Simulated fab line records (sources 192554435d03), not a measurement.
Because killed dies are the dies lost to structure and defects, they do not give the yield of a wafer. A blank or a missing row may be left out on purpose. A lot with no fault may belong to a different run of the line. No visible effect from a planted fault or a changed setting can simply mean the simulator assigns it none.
Matching of chambers | flow n5 finfet | N5_FIN_SAQP_ALD_61 on ald sin-02: 4 sister chambers
The step deposits SiO2, target thk 4 nm, pulse time 1 s, purge time 2 s. 8 wafers are shown with their chamber, then 8 later ones without.

== EACH WAFER AND ITS CHAMBER ==
wafer  | chamber | heater power w (W) | precursor pulse height rel
L079.4 | 0       | 497                | 1.008
L080.4 | 1       | 445                | 1.019
L080.6 | 1       | 452                | 0.981
L085.1 | 0       | 480                | 1.032
L093.2 | 3       | 445                | 1.004
L093.4 | 2       | 503                | 0.971
L093.5 | 2       | 505                | 1.000
L094.1 | 3       | 436                | 0.952

== WAFERS WITH NO CHAMBER GIVEN ==
wafer  | heater power w (W) | precursor pulse height rel
L094.2 | 507                | 1.013
L094.4 | 487                | 1.044
L095.1 | 493                | 0.975
L095.4 | 460                | 0.999
L095.5 | 437                | 0.984
L097.1 | 496                | 1.014
L097.2 | 433                | 0.968
L097.6 | 446                | 1.009

== WHICH CHAMBER EACH WENT THROUGH ==
wafer  | from the rows above     | in truth
L094.2 | can't be placed: 2 or 0 | 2
L094.4 | 0                       | 0
L095.1 | can't be placed: 2 or 0 | 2
L095.4 | can't be placed: 1 or 3 | 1
L095.5 | can't be placed: 3 or 1 | 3
L097.1 | can't be placed: 0 or 2 | 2
L097.2 | can't be placed: 3 or 1 | 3
L097.6 | can't be placed: 1 or 3 | 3
Placed correctly: 1 of 8. Can't be placed from these rows: 7 (the true chamber is among the candidates in 7). 0 placed wrongly.
How it was worked out, from the rows above alone: a wafer's distance from a chamber is the root of the sum, over the readings, of the square of ((its reading less the chamber's mean) divided by the reading's scatter). If the next closest chamber is less than 2 further off than the closest, the wafer can't be placed; otherwise it belongs to the closest. Each chamber's mean is taken over the wafers shown for it. The scatter: take each reading less its chamber's mean, square it, sum over the shown wafers, divide by the number of wafers less the number of chambers, and take the root.
